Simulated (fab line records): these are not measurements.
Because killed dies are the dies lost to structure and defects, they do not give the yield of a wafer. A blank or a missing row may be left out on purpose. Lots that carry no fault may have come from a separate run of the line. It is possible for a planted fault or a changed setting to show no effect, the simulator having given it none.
Chamber matching ; flow nandHarc ; NHARC_A_STAIRCASE_ETCHBACK_422 on rieDiel-08: 4 sister chambers
The step etches the open film in CH3F/O2, target depth 40 nm, time 74.286 s. 20 wafers are shown with their chamber, then 10 later ones without.

== WAFERS, EACH WITH ITS CHAMBER ==
wafer;chamber;drypumpMotorCurrentA (A);showerheadPlenumPTorr (Torr);rfVppV (V)
L075.1;3;5.9;2.42;243.5
L075.4;2;5.6;2.41;245.8
L075.6;2;5.6;2.41;243.6
L075.2;1;5.6;2.54;245.5
L075.3;0;5.4;2.49;244.4
L075.5;3;5.9;2.42;245.1
L078.1;1;5.6;2.54;247.8
L078.2;2;5.6;2.41;244.1
L078.4;3;5.8;2.42;243.5
L086.1;2;5.6;2.39;244.0
L086.5;0;5.3;2.48;245.3
L086.6;3;5.8;2.41;244.5
L085.3;0;5.3;2.48;244.3
L085.4;2;5.6;2.39;243.0
L085.5;3;5.8;2.41;243.5
L088.1;0;5.4;2.48;244.8
L088.4;2;5.6;2.39;242.7
L088.6;3;5.8;2.40;243.0
L087.1;1;5.6;2.52;245.4
L087.4;2;5.6;2.39;243.4

SIGNATURES, as means of the wafers listed above
reading;chamber 0;chamber 1;chamber 2;chamber 3;scatter within a chamber
drypumpMotorCurrentA;5.350;5.600;5.600;5.833;0.0382
showerheadPlenumPTorr;2.4825;2.5333;2.3986;2.4133;0.00922
rfVppV;244.700;246.233;243.800;243.850;0.921
Rule: for each reading, subtract the chamber's mean from the wafer's reading, divide by that reading's scatter and square the result; add these up over the readings and take the root, which gives the wafer's distance from the chamber. If the next closest chamber is less than 2 further off than the closest, the wafer can't be placed; otherwise it belongs to the closest. The scatter: take each reading less its chamber's mean, square it, sum over the shown wafers, divide by the number of wafers less the number of chambers, and take the root.

== WAFERS WITHOUT THEIR CHAMBER ==
wafer;drypumpMotorCurrentA (A);showerheadPlenumPTorr (Torr);rfVppV (V)
L087.6;5.4;2.47;244.7
L093.2;5.6;2.38;243.5
L093.4;5.6;2.52;244.9
L093.5;5.6;2.52;247.4
L097.1;5.6;2.51;244.1
L097.2;5.8;2.39;243.3
L097.5;5.4;2.46;243.5
L097.3;5.4;2.46;243.8
L097.4;5.6;2.38;243.3
L097.6;5.8;2.39;243.4

== WHICH CHAMBER EACH WENT THROUGH ==
wafer;from the rows above;in truth
L087.6;0;0
L093.2;2;2
L093.4;1;1
L093.5;1;1
L097.1;1;1
L097.2;3;3
L097.5;0;0
L097.3;0;0
L097.4;2;2
L097.6;3;3
Correctly placed: 10 of 10. Left unplaced by these rows: 0. Wrongly placed: 0.
